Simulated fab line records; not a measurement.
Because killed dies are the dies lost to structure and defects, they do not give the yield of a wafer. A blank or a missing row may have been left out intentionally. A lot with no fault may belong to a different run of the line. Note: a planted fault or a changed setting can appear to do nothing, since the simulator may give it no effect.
Split-lot experiment || flow n5 finfet || 21 wafers read from 7 lots, route of 1938 steps

## SPLIT DETAILS
At N5_BEOL_M13_SPUTTER_43 (material TaN, target thk 15 nm, time 24.19 s), the setting time s was moved away from the recipe's 24.19 s on 8 of the 21 wafers read, by -13.4% to +12.8%. All remaining wafers had this setting at the recipe value.

Reading taken at the split's own step.

## THE READING
TaN_of_BEOL_M13_SPUTTER_43.thk nm (the simulator's own value, which no gauge read), in nm, at N5_BEOL_M13_SPUTTER_43 (material TaN, target thk 15 nm, time 24.19 s). The file gives no usual value for it. Average 15.2 nm, standard deviation 0.3 nm, over the 13 wafers here run with the recipe.

{"wafer": "L074.2", "tool, chamber at the split": "pvd sputter-02, -", "time s as run, s": 24.19, "against the recipe": "recipe", "TaN_of_BEOL_M13_SPUTTER_43.thk nm, nm": 15.2, "against lot-mates on the recipe": "-"}
{"wafer": "L074.3", "tool, chamber at the split": "pvd sputter-02, -", "time s as run, s": 24.19, "against the recipe": "recipe", "TaN_of_BEOL_M13_SPUTTER_43.thk nm, nm": 15, "against lot-mates on the recipe": "-"}
{"wafer": "L074.5", "tool, chamber at the split": "pvd sputter-02, -", "time s as run, s": 24.19, "against the recipe": "recipe", "TaN_of_BEOL_M13_SPUTTER_43.thk nm, nm": 15, "against lot-mates on the recipe": "-"}
{"wafer": "L080.2", "tool, chamber at the split": "pvd sputter-01, -", "time s as run, s": 22.46, "against the recipe": "-7.2%", "TaN_of_BEOL_M13_SPUTTER_43.thk nm, nm": 14.4, "against lot-mates on the recipe": -1.0}
{"wafer": "L080.5", "tool, chamber at the split": "pvd sputter-01, -", "time s as run, s": 24.19, "against the recipe": "recipe", "TaN_of_BEOL_M13_SPUTTER_43.thk nm, nm": 15.4, "against lot-mates on the recipe": "-"}
{"wafer": "L080.6", "tool, chamber at the split": "pvd sputter-01, -", "time s as run, s": 22.46, "against the recipe": "-7.2%", "TaN_of_BEOL_M13_SPUTTER_43.thk nm, nm": 14, "against lot-mates on the recipe": -1.4}
{"wafer": "L084.1", "tool, chamber at the split": "pvd sputter-03, -", "time s as run, s": 20.95, "against the recipe": "-13.4%", "TaN_of_BEOL_M13_SPUTTER_43.thk nm, nm": 13.4, "against lot-mates on the recipe": -2.2}
{"wafer": "L084.2", "tool, chamber at the split": "pvd sputter-03, -", "time s as run, s": 20.95, "against the recipe": "-13.4%", "TaN_of_BEOL_M13_SPUTTER_43.thk nm, nm": 12.6, "against lot-mates on the recipe": -3.0}
{"wafer": "L084.3", "tool, chamber at the split": "pvd sputter-03, -", "time s as run, s": 24.19, "against the recipe": "recipe", "TaN_of_BEOL_M13_SPUTTER_43.thk nm, nm": 15.6, "against lot-mates on the recipe": "-"}
{"wafer": "L082.1", "tool, chamber at the split": "pvd sputter-01, -", "time s as run, s": 24.19, "against the recipe": "recipe", "TaN_of_BEOL_M13_SPUTTER_43.thk nm, nm": 15, "against lot-mates on the recipe": "-"}
{"wafer": "L082.5", "tool, chamber at the split": "pvd sputter-01, -", "time s as run, s": 24.19, "against the recipe": "recipe", "TaN_of_BEOL_M13_SPUTTER_43.thk nm, nm": 15, "against lot-mates on the recipe": "-"}
{"wafer": "L082.2", "tool, chamber at the split": "pvd sputter-01, -", "time s as run, s": 24.19, "against the recipe": "recipe", "TaN_of_BEOL_M13_SPUTTER_43.thk nm, nm": 14.8, "against lot-mates on the recipe": "-"}
{"wafer": "L087.1", "tool, chamber at the split": "pvd sputter-03, -", "time s as run, s": 24.19, "against the recipe": "recipe", "TaN_of_BEOL_M13_SPUTTER_43.thk nm, nm": 14.8, "against lot-mates on the recipe": "-"}
{"wafer": "L087.3", "tool, chamber at the split": "pvd sputter-03, -", "time s as run, s": 26.05, "against the recipe": "+7.7%", "TaN_of_BEOL_M13_SPUTTER_43.thk nm, nm": 16.8, "against lot-mates on the recipe": "+1.6"}
{"wafer": "L087.6", "tool, chamber at the split": "pvd sputter-03, -", "time s as run, s": 24.19, "against the recipe": "recipe", "TaN_of_BEOL_M13_SPUTTER_43.thk nm, nm": 15.6, "against lot-mates on the recipe": "-"}
{"wafer": "L089.1", "tool, chamber at the split": "pvd sputter-03, -", "time s as run, s": 27.29, "against the recipe": "+12.8%", "TaN_of_BEOL_M13_SPUTTER_43.thk nm, nm": 17.4, "against lot-mates on the recipe": "+2.6"}
{"wafer": "L089.4", "tool, chamber at the split": "pvd sputter-03, -", "time s as run, s": 24.19, "against the recipe": "recipe", "TaN_of_BEOL_M13_SPUTTER_43.thk nm, nm": 14.8, "against lot-mates on the recipe": "-"}
{"wafer": "L089.6", "tool, chamber at the split": "pvd sputter-03, -", "time s as run, s": 27.29, "against the recipe": "+12.8%", "TaN_of_BEOL_M13_SPUTTER_43.thk nm, nm": 17.2, "against lot-mates on the recipe": "+2.4"}
{"wafer": "L092.1", "tool, chamber at the split": "pvd sputter-02, -", "time s as run, s": 27.04, "against the recipe": "+11.8%", "TaN_of_BEOL_M13_SPUTTER_43.thk nm, nm": 17, "against lot-mates on the recipe": "+1.5"}
{"wafer": "L092.2", "tool, chamber at the split": "pvd sputter-02, -", "time s as run, s": 24.19, "against the recipe": "recipe", "TaN_of_BEOL_M13_SPUTTER_43.thk nm, nm": 15.4, "against lot-mates on the recipe": "-"}
{"wafer": "L092.4", "tool, chamber at the split": "pvd sputter-02, -", "time s as run, s": 24.19, "against the recipe": "recipe", "TaN_of_BEOL_M13_SPUTTER_43.thk nm, nm": 15.6, "against lot-mates on the recipe": "-"}

FIT RESULTS
A straight line over all 21 wafers: TaN_of_BEOL_M13_SPUTTER_43.thk nm changes by +0.163 nm for each +1% of time s; r = +0.97; the points scatter about the line by 0.31 nm.
The same after taking each lot's own level away (the mean of its wafers on the recipe; 21 wafers): +0.183 nm for each +1%; r = +0.98; scatter 0.27 nm.
Per that fit: largest time s move, reading shift of 2.5 nm.
The lots' own levels span 14.80 to 15.60 nm, that is 2.6 times the standard deviation above.
So the lot-to-lot level changes the slope: the two fits differ.
Check: for one of the wafers moved furthest among these (-13.4%), held out of the fit, the line's prediction against its lot-mates is -2.55 nm. Against them it came out at -2.2 nm.

## OTHER SPLITS APPLIED TO THESE WAFERS
Note: prior to the reading, these wafers also went through further splits. Each is held against what the fit with the lots' levels taken away leaves over:
{"other split on the same wafers": "N5_BEOL_M8_ALD_77 purge time s", "wafers away from the commonest value": 9, "r with TaN_of_BEOL_M13_SPUTTER_43.thk nm (lot level and that fit taken away)": -0.17}
{"other split on the same wafers": "N5_BEOL_M9_COAT_64 spin rpm", "wafers away from the commonest value": 6, "r with TaN_of_BEOL_M13_SPUTTER_43.thk nm (lot level and that fit taken away)": "+0.11"}
{"other split on the same wafers": "N5_BEOL_M9_COAT_22 spin rpm", "wafers away from the commonest value": 7, "r with TaN_of_BEOL_M13_SPUTTER_43.thk nm (lot level and that fit taken away)": "+0.43"}
{"other split on the same wafers": "N5_BEOL_M13_ETCH_59 bias w", "wafers away from the commonest value": 4, "r with TaN_of_BEOL_M13_SPUTTER_43.thk nm (lot level and that fit taken away)": -0.03}
{"other split on the same wafers": "N5_BEOL_M13_COAT_65 spin rpm", "wafers away from the commonest value": 6, "r with TaN_of_BEOL_M13_SPUTTER_43.thk nm (lot level and that fit taken away)": -0.26}

## FILE'S OWN FIT
TaN_of_BEOL_M13_SPUTTER_43.thk nm changes by +0.178 nm for each +1% of time s, r = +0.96.
